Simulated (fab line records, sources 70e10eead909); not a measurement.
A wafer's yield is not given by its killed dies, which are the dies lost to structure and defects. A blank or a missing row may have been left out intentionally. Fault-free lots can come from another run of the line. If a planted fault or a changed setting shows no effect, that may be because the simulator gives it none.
fab line records | flow nand-harc
record lots=15 | wafers=45 | last-day=32
route steps=1302 shown A_SGD_CUT@916 A_SLIT@931
lots untouched by any fault: they come from a run of this same line in which no faults occurred
start-h: start of the lot's first displayed wafer, in hours after the record's first day | wait-h: how many hours have passed since the lot's step before this one | " unchanged from the row above | L1.1+2: one row covering several wafers at once | - no value, or no start given | * or withheld: withheld | < > ~ a bound
route shown NAME@n: a module of which the file shows steps, and the number in the route of the first | usual: mean/standard deviation taken from wafers without a fault | same: alike in all rows | chamber/n: place in a boat | sites: per-site readings | _std_site: how widely they spread, as a standard deviation | _edge_site: the outer-site mean with the inner-site mean subtracted | radius-mm: how far each site lies from the wafer's centre | mask NAME#n: copy n | behind: the last tool/chamber to shape the wafer | hold: why the lot was held/for how many hours/how that ended | device: the n, p or np transistor that did not switch | end of line: at the end of the route, the tests of the same wafers | a step with no rows: only its recipe | killed: at the first sort, the dies lost to defects and structure; wafer yield is something else | map: shows each die of a wafer: x if killed, . if not, _ if none is there
set.NAME: setting as actually run; set.NAME@STEP: the setting as run at that earlier step | model.NAME: the simulator's own value behind a step, which no gauge read
a sample of lots followed through the steps of the route, with each step as a table and each wafer as a row
services: a tool's chamber out of use, with start hour (start-h, from the record's first day; less than 0 if before it), hours out, and reason
## steps
# step NHARC_A_SGD_CUT_THK_MEAS_22
# recipe thk-meas-gauge=ellipsometry
# usual thk-nm=148.3/1.4
lot.wafer | tool          | chamber | start-h | wait-h | thk-nm
L184.2    | film-metro-01 | -       | 418.49  | 0.2    | 149.0
L184.3    | "             | -       | "       | "      | 147.7
L184.6    | "             | -       | "       | "      | 149.9
L185.3    | film-metro-02 | -       | 426.97  | 0.2    | 148.6
L185.5    | "             | -       | "       | "      | 151.9
L185.6    | "             | -       | "       | "      | 150.8
L188.1    | film-metro-01 | -       | 450.36  | 0.2    | 148.1
L188.4    | "             | -       | "       | "      | 150.5
L188.6    | "             | -       | "       | "      | 147.1
L186.2    | film-metro-02 | -       | 450.36  | 0.2    | 148.7
L186.4    | "             | -       | "       | "      | 150.9
L186.5    | "             | -       | "       | "      | 150.2
L189.2    | film-metro-01 | -       | 475.77  | 0.2    | 148.9
L189.3    | "             | -       | "       | "      | 148.0
L189.6    | "             | -       | "       | "      | 150.7
L190.1    | film-metro-02 | -       | 479.00  | 0.2    | 147.7
L190.3    | "             | -       | "       | "      | 143.9
L190.5    | "             | -       | "       | "      | 149.4
L191.1    | film-metro-01 | -       | 506.20  | 0.2    | 148.6
L191.4    | "             | -       | "       | "      | 149.7
L191.6    | "             | -       | "       | "      | 146.7
L193.1    | film-metro-01 | -       | 513.22  | 0.2    | 149.1
L193.2    | "             | -       | "       | "      | 147.6
L193.6    | "             | -       | "       | "      | 147.7
L198.2    | film-metro-02 | -       | 555.17  | 0.2    | 146.1
L198.4    | "             | -       | "       | "      | 147.3
L198.5    | "             | -       | "       | "      | 148.0
L200.3    | film-metro-02 | -       | 563.93  | 0.2    | 147.2
L200.4    | "             | -       | "       | "      | 149.6
L200.6    | "             | -       | "       | "      | 148.4
L201.1    | film-metro-01 | -       | 596.57  | 0.2    | 147.8
L201.5    | "             | -       | "       | "      | 148.8
L201.6    | "             | -       | "       | "      | 148.5
L204.4    | film-metro-01 | -       | 628.31  | 0.2    | 149.7
L204.5    | "             | -       | "       | "      | 148.7
L204.6    | "             | -       | "       | "      | 147.9
L206.1    | film-metro-01 | -       | 637.95  | 0.2    | 148.2
L206.2    | "             | -       | "       | "      | 149.5
L206.4    | "             | -       | "       | "      | 149.7
L205.2    | film-metro-02 | -       | 637.96  | 0.2    | 147.3
L205.4    | "             | -       | "       | "      | 149.7
L205.5    | "             | -       | "       | "      | 150.3
L207.1    | film-metro-01 | -       | 646.33  | 0.2    | 149.1
L207.2    | "             | -       | "       | "      | 150.6
L207.3    | "             | -       | "       | "      | 151.4
# step NHARC_A_SLIT_PEB_07
# recipe peb-temp-c=100 | peb-time-s=65
# usual chill-plate-temp-C=22.99/0.093 | exhaust-pa=44.8/0.85 | heater-power-total-W=156.6/0.41
lot.wafer | tool           | chamber | start-h | wait-h | chill-plate-temp-C | exhaust-pa | heater-power-total-W
L184.2    | litho-track-01 | 0       | 426.68  | 0.1    | 22.98              | 44.2       | 156.4
L184.3    | "              | 0       | "       | "      | 22.96              | 45.4       | 156.1
L184.6    | "              | 0       | "       | "      | 23.01              | 44.7       | 157.2
L185.3    | litho-track-06 | 0       | 432.61  | 0.0    | 22.99              | 43.5       | 156.7
L185.5    | "              | 0       | "       | "      | 23.08              | 44.5       | 156.8
L185.6    | "              | 0       | "       | "      | 23.08              | 44.0       | 156.1
L188.1    | litho-track-06 | 0       | 455.64  | 0.1    | 22.81              | 46.3       | 157.2
L188.4    | "              | 0       | "       | "      | 23.00              | 46.2       | 157.0
L188.6    | "              | 0       | "       | "      | 23.03              | 46.3       | 157.1
L186.2    | litho-track-04 | 0       | 456.63  | 0.1    | 23.04              | 43.7       | 156.3
L186.4    | "              | 0       | "       | "      | 23.30              | 43.8       | 157.0
L186.5    | "              | 0       | "       | "      | 23.21              | 44.7       | 157.1
L189.2    | litho-track-04 | 0       | 481.51  | 0.1    | 22.88              | 45.0       | 156.3
L189.3    | "              | 0       | "       | "      | 23.14              | 44.6       | 157.1
L189.6    | "              | 0       | "       | "      | 22.89              | 44.2       | 156.1
L190.1    | litho-track-06 | 0       | 485.29  | 0.1    | 23.06              | 44.9       | 156.7
L190.3    | "              | 0       | "       | "      | 23.04              | 45.2       | 155.8
L190.5    | "              | 0       | "       | "      | 23.13              | 42.7       | 156.1
L191.1    | litho-track-01 | 0       | 511.40  | 0.1    | 22.86              | 44.7       | 157.1
L191.4    | "              | 0       | "       | "      | 22.91              | 44.0       | 156.3
L191.6    | "              | 0       | "       | "      | 22.83              | 43.7       | 156.7
L193.1    | litho-track-04 | 0       | 522.14  | 0.1    | 23.07              | 43.8       | 156.7
L193.2    | "              | 0       | "       | "      | 23.03              | 43.2       | 156.0
L193.6    | "              | 0       | "       | "      | 22.98              | 44.1       | 157.1
L198.2    | litho-track-04 | -       | 560.54  | 0.1    | -                  | -          | -
L198.4    | "              | -       | "       | "      | -                  | -          | -
L198.5    | "              | -       | "       | "      | -                  | -          | -
L200.3    | litho-track-01 | -       | 572.11  | 0.0    | -                  | -          | -
L200.4    | "              | -       | "       | "      | -                  | -          | -
L200.6    | "              | -       | "       | "      | -                  | -          | -
L201.1    | litho-track-01 | -       | 604.58  | 0.1    | -                  | -          | -
L201.5    | "              | -       | "       | "      | -                  | -          | -
L201.6    | "              | -       | "       | "      | -                  | -          | -
L204.4    | litho-track-01 | 0       | 633.91  | 0.0    | 22.80              | 46.0       | 156.4
L204.5    | "              | 0       | "       | "      | 22.98              | 46.3       | 157.1
L204.6    | "              | 0       | "       | "      | 23.06              | 45.1       | 156.2
L206.1    | litho-track-04 | 0       | 643.36  | 0.1    | 23.01              | 44.4       | 156.1
L206.2    | "              | 0       | "       | "      | 23.09              | 45.8       | 157.2
L206.4    | "              | 0       | "       | "      | 23.00              | 45.4       | 156.1
L205.2    | litho-track-01 | 0       | 645.38  | 0.1    | 23.06              | 44.1       | 157.1
L205.4    | "              | 0       | "       | "      | 22.90              | 44.3       | 156.5
L205.5    | "              | 0       | "       | "      | 22.98              | 44.4       | 156.9
L207.1    | litho-track-06 | 0       | 651.53  | 0.1    | 22.99              | 45.7       | 156.5
L207.2    | "              | 0       | "       | "      | 23.08              | 44.6       | 157.1
L207.3    | "              | 0       | "       | "      | 22.93              | 44.4       | 156.3
# step NHARC_A_SLIT_DESCUM_14
# recipe time-s=3 | o2-flow-sccm=200 | ar-flow-sccm=0 | bias-power-w=0 | chemistry=O2
# usual drypump-motor-current-A=5.6/0.45 | oes-product-au=0.996/0.011 | rf-vpp-V=57.8/0.94 | showerhead-plenum-p-Torr=1.94/0.058 | throttle-valve-pct=11.310/0.0092
# same time-s=3
lot.wafer | tool        | chamber | start-h | wait-h | drypump-motor-current-A | oes-product-au | rf-hours-counter-h | rf-vpp-V | showerhead-plenum-p-Torr | throttle-valve-pct
L184.2    | rie-diel-10 | 1       | 426.95  | 0.1    | 6.4                     | 1.009          | 1.3                | 56.9     | 1.99                     | 11.307
L184.3    | "           | 2       | "       | "      | 5.3                     | 1.008          | 2.0                | 56.7     | 1.82                     | 11.312
L184.6    | "           | 0       | "       | "      | 6.6                     | 1.005          | -                  | 59.9     | 1.88                     | 11.296
L185.3    | rie-diel-03 | 2       | 432.89  | 0.1    | 5.2                     | 0.989          | 6.4                | 58.4     | 1.94                     | 11.315
L185.6    | "           | 0       | "       | "      | 5.3                     | 0.992          | -                  | 58.8     | 1.99                     | 11.293
L185.5    | "           | 1       | "       | "      | 5.2                     | 1.001          | -                  | 58.2     | 2.03                     | 11.331
L188.4    | rie-diel-10 | 0       | 455.92  | 0.1    | 6.6                     | 0.992          | 3.8                | 57.8     | 1.88                     | 11.320
L188.1    | "           | 1       | "       | "      | 6.4                     | 0.993          | 3.4                | 57.7     | 1.99                     | 11.315
L188.6    | "           | 0       | "       | "      | 6.6                     | 0.985          | -                  | 56.9     | 1.88                     | 11.291
L186.2    | rie-diel-05 | 1       | 456.90  | 0.1    | 5.8                     | 0.994          | 3.3                | 58.3     | 1.98                     | 11.310
L186.5    | "           | 3       | "       | "      | 5.8                     | 0.988          | -                  | 56.6     | 1.95                     | 11.307
L186.4    | "           | 2       | "       | "      | 5.8                     | 1.010          | -                  | 57.4     | 1.99                     | 11.299
L189.3    | rie-diel-05 | 2       | 481.77  | 0.1    | 5.8                     | 1.004          | 5.5                | 58.7     | 1.99                     | 11.312
L189.2    | "           | 3       | "       | "      | 5.7                     | 0.971          | 5.5                | 57.2     | 1.95                     | 11.308
L189.6    | "           | 2       | "       | "      | 5.8                     | 1.017          | -                  | 59.2     | 1.99                     | 11.307
L190.1    | rie-diel-03 | 0       | 485.56  | 0.1    | 5.3                     | 0.985          | 1.2                | 57.9     | 1.99                     | 11.301
L190.3    | "           | 2       | "       | "      | 5.2                     | 0.987          | 1.6                | 56.8     | 1.94                     | 11.313
L190.5    | "           | 0       | "       | "      | 5.3                     | 0.983          | -                  | 57.5     | 1.99                     | 11.318
L191.1    | rie-diel-10 | 2       | 511.66  | 0.1    | 5.3                     | 1.008          | 6.9                | 56.5     | 1.82                     | 11.303
L191.4    | "           | 1       | "       | "      | 6.4                     | 1.003          | 6.1                | 60.0     | 1.99                     | 11.321
L191.6    | "           | 2       | "       | "      | 5.3                     | 1.029          | -                  | 55.6     | 1.82                     | 11.314
L193.2    | rie-diel-03 | 2       | 522.42  | 0.1    | 5.2                     | 0.985          | 3.4                | 57.1     | 1.94                     | 11.310
L193.1    | "           | 3       | "       | "      | 5.5                     | 1.007          | 2.9                | 59.0     | 1.88                     | 11.311
L193.6    | "           | 3       | "       | "      | 5.5                     | 0.994          | -                  | 59.1     | 1.89                     | 11.309
L198.2    | rie-diel-03 | 1       | 560.80  | 0.1    | 5.2                     | 0.985          | 8.2                | 58.5     | 2.03                     | 11.295
L198.4    | "           | 3       | "       | "      | 5.5                     | 1.002          | 8.5                | 57.7     | 1.88                     | 11.301
L198.5    | "           | 2       | "       | "      | 5.2                     | 0.993          | -                  | 57.3     | 1.94                     | 11.309
L200.3    | rie-diel-03 | 1       | 572.38  | 0.1    | 5.2                     | 0.979          | 9.8                | 57.5     | 2.03                     | 11.307
L200.4    | "           | 2       | "       | "      | 5.2                     | 0.985          | 9.7                | 55.4     | 1.94                     | 11.295
L200.6    | "           | 1       | "       | "      | 5.1                     | 0.992          | -                  | 56.5     | 2.03                     | 11.302
L201.1    | rie-diel-05 | 2       | 604.84  | 0.1    | 5.8                     | 1.014          | 1.4                | 57.5     | 1.99                     | 11.311
L201.6    | "           | 2       | "       | "      | 5.8                     | 1.025          | -                  | 57.3     | 1.99                     | 11.321
L201.5    | "           | 3       | "       | "      | 5.7                     | 1.002          | -                  | 58.1     | 1.95                     | 11.317
L204.4    | rie-diel-03 | 3       | 634.17  | 0.1    | 5.5                     | 1.012          | 0.9                | 57.1     | 1.88                     | 11.323
L204.6    | "           | 3       | "       | "      | 5.5                     | 1.009          | -                  | 57.0     | 1.88                     | 11.281
L204.5    | "           | 0       | "       | "      | 5.3                     | 0.979          | -                  | 55.8     | 1.99                     | 11.304
L206.1    | rie-diel-03 | 2       | 643.62  | 0.1    | 5.2                     | 0.988          | 1.8                | 58.6     | 1.94                     | 11.297
L206.2    | "           | 0       | "       | "      | 5.3                     | 0.987          | 2.1                | 57.6     | 1.99                     | 11.309
L206.4    | "           | 1       | "       | "      | 5.2                     | 1.007          | 1.8                | 59.0     | 2.03                     | 11.321
L205.4    | rie-diel-03 | 1       | 645.66  | 0.1    | 5.2                     | 1.007          | 2.8                | 58.1     | 2.03                     | 11.307
L205.2    | "           | 2       | "       | "      | 5.2                     | 1.000          | 2.2                | 58.1     | 1.94                     | 11.308
L205.5    | "           | 0       | "       | "      | 5.3                     | 0.989          | -                  | 56.0     | 1.99                     | 11.309
L207.2    | rie-diel-10 | 2       | 651.80  | 0.1    | 5.3                     | 0.991          | 3.5                | 58.1     | 1.82                     | 11.315
L207.1    | "           | 0       | "       | "      | 6.5                     | 1.005          | 5.0                | 56.5     | 1.88                     | 11.316
L207.3    | "           | 1       | "       | "      | 6.4                     | 1.003          | 4.2                | 59.1     | 1.98                     | 11.289
# step NHARC_A_SLIT_ETCH_26
# recipe bias-v=400 | source-w=2000 | pressure-mtorr=25 | time-s=90 | ar-flow-sccm=375 | c4f8-flow-sccm=41.7 | o2-flow-sccm=83.3 | target-depth-a=4000 | chemistry=C4F8/O2/Ar
# usual drypump-motor-current-A=6.38/0.21 | showerhead-plenum-p-Torr=3.73/0.16 | throttle-valve-pct=27.619/0.0085
# same time-s=90
lot.wafer | tool        | chamber | start-h | wait-h | drypump-motor-current-A | rf-hours-counter-h | showerhead-plenum-p-Torr | throttle-valve-pct
L184.2    | har-etch-01 | 1       | 431.80  | 3.0    | 6.48                    | 255                | 3.58                     | 27.625
L184.3    | "           | 1       | "       | "      | 6.51                    | -                  | 3.58                     | 27.622
L184.6    | "           | 1       | "       | "      | 6.51                    | -                  | 3.58                     | 27.620
L185.3    | har-etch-02 | 0       | 440.01  | 1.8    | 6.51                    | -                  | 3.96                     | 27.614
L185.6    | "           | 0       | "       | "      | 6.50                    | -                  | 3.96                     | 27.613
L185.5    | "           | 1       | "       | "      | 6.01                    | -                  | 3.94                     | 27.621
L188.1    | har-etch-02 | 1       | 460.84  | 2.5    | 5.98                    | 50                 | 3.93                     | 27.617
L188.4    | "           | 0       | "       | "      | 6.48                    | -                  | 3.95                     | 27.624
L188.6    | "           | 1       | "       | "      | 5.97                    | -                  | 3.93                     | 27.626
L186.2    | har-etch-01 | 0       | 462.06  | 3.0    | 6.46                    | 270                | 3.65                     | 27.617
L186.4    | "           | 1       | "       | "      | 6.50                    | -                  | 3.57                     | 27.605
L186.5    | "           | 0       | "       | "      | 6.51                    | -                  | 3.65                     | 27.622
L189.2    | har-etch-01 | 1       | 486.68  | 2.4    | 6.50                    | 282                | 3.57                     | 27.623
L189.3    | "           | 1       | "       | "      | 6.51                    | -                  | 3.57                     | 27.599
L189.6    | "           | 0       | "       | "      | 6.44                    | -                  | 3.65                     | 27.630
L190.1    | har-etch-01 | 1       | 494.57  | 3.0    | 6.53                    | 289                | 3.56                     | 27.623
L190.3    | "           | 0       | "       | "      | 6.42                    | -                  | 3.64                     | 27.611
L190.5    | "           | 0       | "       | "      | 6.44                    | -                  | 3.64                     | 27.617
L191.1    | har-etch-01 | 0       | 517.88  | 2.4    | 6.44                    | 293                | 3.64                     | 27.627
L191.4    | "           | 0       | "       | "      | 6.43                    | -                  | 3.64                     | 27.607
L191.6    | "           | 1       | "       | "      | 6.53                    | -                  | 3.55                     | 27.629
L193.2    | har-etch-02 | 1       | 530.17  | 3.1    | 6.01                    | 96                 | 3.90                     | 27.607
L193.1    | "           | 0       | "       | "      | 6.52                    | 96                 | 3.92                     | 27.624
L193.6    | "           | 0       | "       | "      | 6.45                    | -                  | 3.92                     | 27.621
L198.2    | har-etch-02 | 1       | 566.32  | 2.4    | 6.02                    | 119                | 3.89                     | 27.633
L198.4    | "           | 0       | "       | "      | 6.49                    | -                  | 3.91                     | 27.618
L198.5    | "           | 1       | "       | "      | 5.99                    | -                  | 3.89                     | 27.626
L200.3    | har-etch-02 | 0       | 577.72  | 1.9    | 6.50                    | -                  | 3.91                     | 27.627
L200.4    | "           | 1       | "       | "      | 6.00                    | -                  | 3.89                     | 27.604
L200.6    | "           | 0       | "       | "      | 6.52                    | -                  | 3.91                     | 27.610
L201.1    | har-etch-02 | 1       | 609.74  | 3.0    | 6.01                    | 138                | 3.88                     | 27.624
L201.6    | "           | 1       | "       | "      | 6.02                    | -                  | 3.88                     | 27.631
L201.5    | "           | 0       | "       | "      | 6.46                    | -                  | 3.90                     | 27.621
L204.4    | har-etch-01 | 0       | 639.16  | 1.3    | 6.45                    | -                  | 3.60                     | 27.624
L204.5    | "           | 1       | "       | "      | 6.54                    | -                  | 3.51                     | 27.610
L204.6    | "           | 0       | "       | "      | 6.44                    | -                  | 3.60                     | 27.620
L206.2    | har-etch-02 | 1       | 648.46  | 3.0    | 5.97                    | 165                | 3.86                     | 27.630
L206.1    | "           | 0       | "       | "      | 6.49                    | 165                | 3.88                     | 27.630
L206.4    | "           | 1       | "       | "      | 6.01                    | -                  | 3.86                     | 27.615
L205.2    | har-etch-02 | 1       | 652.32  | 2.5    | 5.99                    | 168                | 3.86                     | 27.629
L205.4    | "           | 1       | "       | "      | 5.97                    | -                  | 3.86                     | 27.628
L205.5    | "           | 0       | "       | "      | 6.49                    | -                  | 3.88                     | 27.615
L207.2    | har-etch-01 | 0       | 656.92  | 3.0    | 6.41                    | 377                | 3.60                     | 27.633
L207.1    | "           | 1       | "       | "      | 6.56                    | 393                | 3.51                     | 27.627
L207.3    | "           | 0       | "       | "      | 6.48                    | -                  | 3.59                     | 27.611
## services
tool           | chamber | start-h | hours | kind
rie-diel-10    | 0       | 420.97  | 1.8   | repair
rie-diel-05    | 0       | 424.21  | 52.0  | repair
rie-diel-03    | -       | 434.30  | 9.0   | pm
rie-diel-05    | 2       | 455.23  | 1.5   | repair
rie-diel-10    | 0       | 479.45  | 10.7  | repair
litho-track-01 | -       | 481.00  | 7.0   | pm
litho-track-06 | -       | 505.00  | 7.0   | pm
rie-diel-03    | 3       | 512.88  | 5.9   | repair
rie-diel-03    | 1       | 522.15  | 7.5   | repair
rie-diel-05    | 0       | 526.73  | 8.2   | repair
litho-track-04 | -       | 529.00  | 7.0   | pm
rie-diel-03    | 0       | 549.00  | 8.6   | repair
rie-diel-05    | -       | 559.60  | 9.0   | pm
rie-diel-03    | -       | 562.34  | 0.5   | repair
rie-diel-10    | -       | 572.50  | 9.0   | pm
rie-diel-03    | -       | 587.09  | 13.5  | repair
rie-diel-05    | 3       | 589.82  | 5.5   | repair
rie-diel-10    | 2       | 594.51  | 12.0  | repair
rie-diel-10    | -       | 599.08  | 1.2   | repair
rie-diel-03    | -       | 611.30  | 9.0   | pm
rie-diel-10    | 2       | 612.59  | 3.0   | repair
rie-diel-10    | 3       | 635.63  | 26.0  | repair
rie-diel-10    | 1       | 640.03  | 2.7   | repair
litho-track-01 | -       | 656.00  | 7.0   | pm
## key
first-sign step=NHARC_A_SLIT_PEB_07 | reading=tool-record | direction=missing
effect none on later readings
met-at NHARC_A_SLIT_PEB_07
struck-lots L198,L200,L201
later-rows-left-out L198.2,L198.4,L198.5,L200.3,L200.4,L200.6,L201.1,L201.5,L201.6
sort-left-out L198.2,L198.4,L198.5,L200.3,L200.4,L200.6,L201.1,L201.5,L201.6
tester-left-out L198,L200,L201
not-acting-at NHARC_A_SGD_CUT_THK_MEAS_22,NHARC_A_SLIT_DESCUM_14,NHARC_A_SLIT_ETCH_26
onset-between 522.14 560.54
fault kind=skipped-step-whole | tool=litho-track-01,litho-track-04 | chamber=- | onset-h=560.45 | steps=NHARC_A_SLIT_PEB_07 | scope=struck-lots-only
# tester-left-out: of these lots the tester's yield and bins aren't shown, on N5 and GAA mostly nor the transistor test; their killed dies are dies lost to structure and defects alone, not to doping, threshold or leakage, so they don't give the yield
# sort-left-out: the simulated sort isn't trusted on such a fault, so these wafers' sort isn't shown, and their yield isn't known
# later-rows-left-out: the simulator's readings of these wafers behind a module that went badly wrong aren't trusted and aren't shown, but for the sort
